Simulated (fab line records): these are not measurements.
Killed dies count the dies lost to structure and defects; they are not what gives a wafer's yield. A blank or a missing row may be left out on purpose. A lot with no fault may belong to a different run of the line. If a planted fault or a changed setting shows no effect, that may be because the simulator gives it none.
Problem report in the 8D (eight disciplines) form, filled by code / flow n5 finfet / the parts of the form that need people (team, actions taken, sign-off) are left out

== 1. THE PROBLEM ==
At N5_SDB_STRIP_22, strip time to endpoint s averages 88.1 s over 4 wafers from 2 lots, while fault-free wafers read 96.2 s, standard deviation 0.39. That puts it -21 standard deviations away from the usual mean.
The step: strips in N2/H2.
Earliest sighting: wafer L441.2 on plasma asher-02 at day 7 02:27. At this step, 26 wafers from 9 lots have a number in the record. By rule, "out" or "out of limits" means more than 4 standard deviations away from the usual mean. Any other wafer with a number is counted as sound.

== 2. WHAT IT IS; WHAT IT IS NOT ==
question=which readings at this step | is=strip time to endpoint s | is not=drypump motor current A, heater power w
question=which lots | is=L441, L443 | is not=L428, L431, L432, L442, L445, L448, L449
question=which wafers of those lots | is=L441.2, L441.5, L441.6, L443.6 | is not=L443.3, L443.4
question=read on which tools | is=plasma asher-01, plasma asher-02 | is not=-
question=when | is=from day 7 02:27 | is not=up to then (9 sound wafers); but 13 sound wafers of L442, L443, L445, L448, L449 came after

== 3. THE SUSPECTS, EACH WITH WHAT RULES IT OUT ==
Counting: any tool at a process step up to the reading remains a suspect provided it ran every lot that is out. Sound lots after the first of them don't rule it out here, since some wafers of a struck lot are sound.
- rie diel-04 at N5_SDB_HM_OPEN_20 (chemistry CH3F/O2, target SiNx, stops on poly-Si, target depth 24 nm): kept. Ran every lot that is out, first one L441 (day 7 02:22); last sound lot up to then L432 (day 4 19:52).
Remaining after the count: rie diel-04 at N5_SDB_HM_OPEN_20.

== 4. THE CAUSE (what the simulator had put in) ==
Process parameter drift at N5_SDB_HM_OPEN_20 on rie diel-04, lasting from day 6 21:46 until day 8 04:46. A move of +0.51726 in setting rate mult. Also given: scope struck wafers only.
This tool alone remained once counting was done.

== 5. THE CHAIN OF EFFECTS, in route order ==
Rows list readings where the struck wafers' mean (over those with a number) sits beyond 3 standard deviations from the usual. Scope: only readings with a usual standard deviation given in the record; hours: median across lots of the time from each lot's start at the first step in this table that gives one to its start at this step; sigmas: change in usual standard deviations.
hours=0; step=N5_SDB_STRIP_22; reading=strip time to endpoint s; usual=96.2 s; on struck wafers=88.1; change=-8.1; sigmas=-21
It contains these process steps:
- N5_SDB_STRIP_22: strips in N2/H2.
Later steps that measure or inspect, where all struck wafers having a row at the step show a number for every such reading and not one has moved that far: N5_SDB_THK_MEAS_31, N5_SDB_INSPECT_36, N5_BEOL_M4_RC_MEAS_101.

== 6. HOW IT WOULD HAVE BEEN CAUGHT EARLIER ==
In this record the first reading out of limits was taken at day 7 02:27, 5 hours after the fault began at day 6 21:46.
Of the tool readings at N5_SDB_HM_OPEN_20 for which the record gives a usual standard deviation, none was out on any struck wafer, so an alarm limit of 4 standard deviations on them would not have fired.
Among the 2 lots that are out, L443 began N5_SDB_HM_OPEN_20 on rie diel-04 after day 7 02:27. Holding the tool at that time would have saved it.
